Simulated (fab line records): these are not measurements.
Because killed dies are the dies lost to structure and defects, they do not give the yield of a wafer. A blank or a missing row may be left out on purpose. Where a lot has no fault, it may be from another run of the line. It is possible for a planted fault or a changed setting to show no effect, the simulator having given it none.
Struck lot and sound lot, side by side -- flow n5-finfet -- 37 out of 1938 route steps
Sound: wafers L525.2, L525.3, L525.4. Struck: wafer L527.3 (L527.1, L527.4, from the same lot, were not struck and are left out); the cause is given at the end.
Per side, at each step with rows, come the tool, then ch with its chambers, and then its first start. Under that, the readings that differ: sound wafers -- struck wafers -- difference of the means -- sigmas: that difference in standard deviations of wafers without a fault.
alike: readings whose means differ by less than 2 such deviations, and words and numbers that are the same on both sides. not compared: withheld readings, readings that some wafer has no value for, bounds like >300 that may hide the same value, and numbers for which the record gives no deviation and whose values overlap.
The two part at a step that has a row with sigmas, a row that says differs or no value, or rows on one side only. Numbers that have no deviation but don't overlap get no sigmas and don't part them. Lack of a reading on every wafer of one side parts them only where that side has two or more wafers.

first, 9 steps without rows for these wafers: N5_PMOS_HMC_CHANNEL_EPI_EPI_26 (deposits Si from SiH4/H2, target thk 3.8 nm, time 22.7 s); N5_FIN_SAQP_PRECLEAN_42 (cleans in O3/DIW, time 60 s); N5_FIN_SAQP_PRECLEAN_00 (cleans in SC1, time 60 s); N5_FIN_SAQP_PRECLEAN_44 (cleans in SC2, time 45 s); N5_FIN_SAQP_SRD_01 (time 30 s); N5_FIN_SAQP_ALD_61 (deposits SiO2, target thk 4 nm, pulse time 1 s, purge time 2 s); N5_FIN_SAQP_DENSIFY_62 (time 60 s); N5_FIN_SAQP_HM_DEP_03 (deposits SiNx from SiH4/NH3/N2, target thk 38 nm, time 33.6 s); N5_FIN_SAQP_PECVD_47 (deposits a-Si from SiH4/He, target thk 45 nm, time 36.3 s).
N5_FIN_SAQP_PECVD_48: deposits SiNx from SiH4/NH3/N2, target thk 25 nm, time 22.1 s.
  sound on pecvd-02 ch 0,1,2, day 5 16:04; struck on pecvd-02 ch 1, day 6 02:46
reading,sound,struck,difference,sigmas
model.SiNx_of_FIN_SAQP_PECVD_48.thk-nm (nm),24.88 24.95 25.51,34.51,+9.40,
  alike: heater-power-outer-w, heater-power-w, showerhead-plenum-p-Torr, showerhead-vpp-V, throttle-valve-pct
then, 24 steps without rows for these wafers: N5_FIN_SAQP_PECVD_06 (deposits a-Si from SiH4/He, target thk 60 nm, time 48.1 s); N5_FIN_SAQP_HM_DEP_72 (deposits SiO2 from SiH4/N2O, target thk 12 nm, time 7.2 s); N5_FIN_SAQP_COAT_49 (time 60 s, resist thk 100 nm); N5_FIN_SAQP_COAT_50 (time 60 s, resist thk 35 nm); N5_FIN_SAQP_COAT_10 (resist thk 90 nm); N5_FIN_SAQP_EBR_12; N5_FIN_SAQP_SOFTBAKE_11 (time 60 s); N5_FIN_SAQP_EXPOSE_13 (exposes mask FIN CORE, target cd 35.6 nm); N5_FIN_SAQP_PEB_14 (peb time 60 s); N5_FIN_SAQP_DEVELOP_15 (develop time 30 s); N5_FIN_SAQP_DESCUM_21 (chemistry O2, time 7.9 s); N5_FIN_SAQP_ETCH_51 (etches SiARC in CF4, target depth 45.5 nm, time 75.8 s); N5_FIN_SAQP_ETCH_52 (etches SOC in N2/H2, target depth 100 nm, overetch 20 nm, time 150 s); N5_FIN_SAQP_STRIP_53 (strips in N2/H2); N5_FIN_SAQP_HM_OPEN_73 (chemistry CHF3/O2, target SiO2, stops on a-Si, target depth 12 nm, time 16.8 s); N5_FIN_SAQP_STRIP_74 (strips in CHF3/O2); N5_FIN_SAQP_MANDREL_ETCH_22 (etches a-Si in HBr/Cl2, stops on SiNx, target depth 60 nm, bt time 10 s, time 30 s); N5_FIN_SAQP_STRIP_55 (strips in N2/H2); N5_FIN_SAQP_STRIP_23 (strips in SPM, time 750 s); N5_FIN_SAQP_SRD_66 (time 30 s); N5_FIN_SAQP_RECESS_75 (chemistry HF/NH3, target SiO2, target depth 14.4 nm, afs cycles 3, sublimation time 60 s); N5_FIN_SAQP_SPACER1_ALD_24 (deposits SiO2, target thk 20.3 nm, pulse time 1 s, purge time 2 s); N5_FIN_SAQP_SPACER1_ETCHBACK_25 (etches SiO2 in CHF3/O2, target depth 24.4 nm, time 12.2 s); N5_FIN_SAQP_MANDREL1_REMOVE_56 (chemistry HBr/Cl2/O2, target a-Si, stops on SiNx, bt time 10 s).
N5_FIN_SAQP_ETCH_57: etches SiNx in CH3F/O2, target depth 32.5 nm, time 46.4 s.
  sound on rie-diel-05 ch 2,3, day 5 18:43; struck on rie-diel-05 ch 3, day 6 05:55
reading,sound,struck,difference,sigmas
etch-rf-on-time-s (s),45.2 45.5 46.7,62.9,+17.1,+24
model.etch.depth-nm (nm),24.79 24.95 25.5,34.51,+9.43,
  alike: drypump-motor-current-A, oes-product-au, rf-vpp-V, showerhead-plenum-p-Torr, throttle-valve-pct
  not compared: rf-hours-counter-h
-- here the record skips 6 days between the struck wafers' starts before and after, leaving off in module FIN_SAQP and picking up in module BEOL_M4 (first step shown: number 1111 of the route) --
N5_BEOL_M4_RC_MEAS_101:
  sound on prober-01 ch 0, day 11 16:14; struck on prober-01 ch 0, day 12 14:57
reading,sound,struck,difference,sigmas
DIBL_N (mV/V),38.1 37.8 35.4,34.5,-2.6,-2
  alike: DIBL_P, IOFF_N, IOFF_P, ION_N, ION_P, SS_N, SS_P, VT_N, VT_P
N5_PASSIVATION_PROBE_49:
  the record has rows for the sound wafers here (prober-01, day 15 20:28) and none for the struck ones

## WHERE THEY PART
Earliest at N5_FIN_SAQP_ETCH_57; latest, in this record, at N5_PASSIVATION_PROBE_49.

WHY: what had been put in by the simulator
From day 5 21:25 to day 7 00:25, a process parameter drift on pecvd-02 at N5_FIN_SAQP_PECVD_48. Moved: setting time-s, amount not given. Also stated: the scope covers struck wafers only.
